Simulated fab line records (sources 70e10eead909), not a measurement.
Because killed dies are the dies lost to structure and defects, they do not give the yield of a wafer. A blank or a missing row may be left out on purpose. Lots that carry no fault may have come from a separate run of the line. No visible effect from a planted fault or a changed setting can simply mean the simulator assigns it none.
Which tool did it? + flow nand_harc + 18 wafers from 6 lots sampled at 2 of the route's 1159 steps

== WHAT EACH GAUGE READ, for each wafer ==
NHARC_A_M1_THK_MEAS_24: measures by xrf.
| lot  | measured     | on            | thk_nm (nm)       |
|------|--------------|---------------|-------------------|
| L520 | day 18 00:36 | film_metro-02 | 151.4 153.7 153.6 |
| L522 | day 18 09:04 | film_metro-01 | 154.2 154.7 154.8 |
| L530 | day 20 01:20 | film_metro-01 | 154.1 155.3 156.4 |
| L535 | day 21 13:39 | film_metro-02 | 154.5 155.8 153.8 |
| L541 | day 23 07:38 | film_metro-02 | 153.0 154.3 154.6 |
| L542 | day 24 15:23 | film_metro-01 | 154.1 154.6 157.2 |

== WHICH TOOL RAN EACH LOT (tool, then ch and the chambers of the sampled wafers, then the start) ==
| lot  | NHARC_A_M1_STRIP_18                |
|------|------------------------------------|
| L520 | rie_diel-03 ch 1,2, day 17 22:35   |
| L522 | rie_diel-11 ch 2,3, day 18 06:57   |
| L530 | rie_diel-10 ch 0,1,3, day 19 23:20 |
| L535 | rie_diel-11 ch 1,3, day 21 11:35   |
| L541 | rie_diel-03 ch 1,2, day 23 04:53   |
| L542 | rie_diel-03 ch 0,2, day 24 13:17   |
- NHARC_A_M1_STRIP_18: strips in N2/H2.

== THE ANSWER, worked out from the rows above alone ==
Rule: what is usual is taken from the lots themselves. The widest of any qualifying gaps counts: lots, ordered by their means at a reading, are off when they make up no more than a third of the lots, leave a main group of 4 or more, and stand apart from it by 3 or more times the standard deviation of that group's means. A main group whose means are all the same, to the digits that the tables above print for the reading, isn't used. A lot without any number at a reading at which 4 lots or more have one is off too. The other lots that the step has rows for count as sound.
None of the lots is off at any reading shown; this tells nothing.

== WHAT THE SIMULATOR HAD PUT IN ==
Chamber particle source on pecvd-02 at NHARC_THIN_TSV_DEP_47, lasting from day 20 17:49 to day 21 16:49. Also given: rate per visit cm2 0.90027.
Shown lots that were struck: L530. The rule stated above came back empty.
